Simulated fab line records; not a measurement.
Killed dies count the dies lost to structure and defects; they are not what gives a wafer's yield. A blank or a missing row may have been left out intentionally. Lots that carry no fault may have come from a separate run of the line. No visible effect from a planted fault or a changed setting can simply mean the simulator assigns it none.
A struck lot beside a sound one + flow nandHarc + 15 steps out of a route of 1302
Sound: wafers L101.2, L101.3, L101.4. Wafers L998.1, L998.2, L998.6 were the ones struck. At the end, the cause is stated.
Order at every step that has rows: each side's tool, ch and its chambers, its first start. Under that, the readings that differ: sound wafers + struck wafers + difference of the means + sigmas: that difference in standard deviations of wafers without a fault.
alike: words and numbers the same on both sides, and readings whose means are apart by under 2 such deviations; not compared: readings that were withheld, readings missing a value for some wafer, numbers with overlapping values and no deviation given by the record, and bounds like >300 which may hide the same value.
A row with sigmas, a row that says differs or no value, or rows on one side alone: a step with any of these is where the two part. Numbers that have no deviation but don't overlap get no sigmas and don't part them. Lack of a reading on every wafer of one side parts them only where that side has two or more wafers.

NHARC_P_GATE_CD_MEAS_46 targets a cd of 720 nm.
  sound on cdSem-02 ch 0, day 13 21:11; struck on cdSem-01 ch 0, day 12 07:59
  alike: cdNm
then, 1 step without rows for these wafers: NHARC_P_GATE_HARDBAKE_47 (time 80 s).
NHARC_P_GATE_DESCUM_48: chemistry O2, time 3 s.
  sound on rieDiel-13 ch 0,2,3, day 13 21:23; struck on rieDiel-06 ch 0,1, day 12 08:08
  alike: chamberPressureMTorr, drypumpMotorCurrentA, oesProductAu, rfVppV, showerheadPlenumPTorr, throttleValvePct
  not compared: rfHoursCounterH
then, 1 step without rows for these wafers: NHARC_P_GATE_IMPLANT_49.
NHARC_P_GATE_STRIP_111: strips in N2/H2, time 250 s.
  sound on plasmaAsher-01 ch 0,1, day 13 21:46; struck on plasmaAsher-02 ch 0,1, day 12 08:31
  alike: drypumpMotorCurrentA, heaterPowerW
  not compared: rfHoursCounterH
NHARC_P_GATE_STRIP_75: strips in O2.
  sound on plasmaAsher-01 ch 0,1, day 13 22:04; struck on plasmaAsher-02 ch 0,1, day 12 08:49
  alike: drypumpMotorCurrentA, heaterPowerW
  not compared: rfHoursCounterH
then, 6 steps without rows for these wafers: NHARC_P_GATE_STRIP_50 (strips in SPM, time 900 s); NHARC_P_GATE_DEHYDRATE_51 (time 120 s); NHARC_P_GATE_HMDS_52 (time 30 s); NHARC_P_GATE_COAT_53; NHARC_P_GATE_SOFTBAKE_54 (time 95 s); NHARC_P_GATE_EBR_55.
NHARC_P_GATE_EXPOSE_56: exposes mask P PSD, target cd 720 nm.
  sound on krfScanner-01 ch 0, day 13 22:45; struck on krfScanner-02 ch 0, day 12 09:35
| reading                      | sound             | struck               | difference | sigmas |
|------------------------------|-------------------|----------------------|------------|--------|
| model.P_GATE.overlayXNm (nm) | 3.425 3.425 3.425 | -88.37 -88.37 -88.37 | -91.80     |        |
  alike: mask
then, 1 step without rows for these wafers: NHARC_P_GATE_PEB_57 (peb time 85 s).
-- break in the record here, with 18 days between the starts of the struck wafers on either side (left off in module P_GATE, picked up again in module END, where the first step shown is number 1302 on the route) --
NHARC_END_SORT_01:
  sound on prober-01 ch 0, day 32 18:41; struck on prober-01 ch 0, day 30 21:02
| reading           | sound | struck | difference | sigmas |
|-------------------|-------|--------|------------|--------|
| killedAtPeriphery | 3 5 2 | 8 14 6 | +6         | +3     |
  alike: killedAtArray, killedAtOther, killedDies, killedOpen, killedShort

== WHERE THEY PART ==
Within this record, at NHARC_END_SORT_01 only.

WHY: what had been put in by the simulator
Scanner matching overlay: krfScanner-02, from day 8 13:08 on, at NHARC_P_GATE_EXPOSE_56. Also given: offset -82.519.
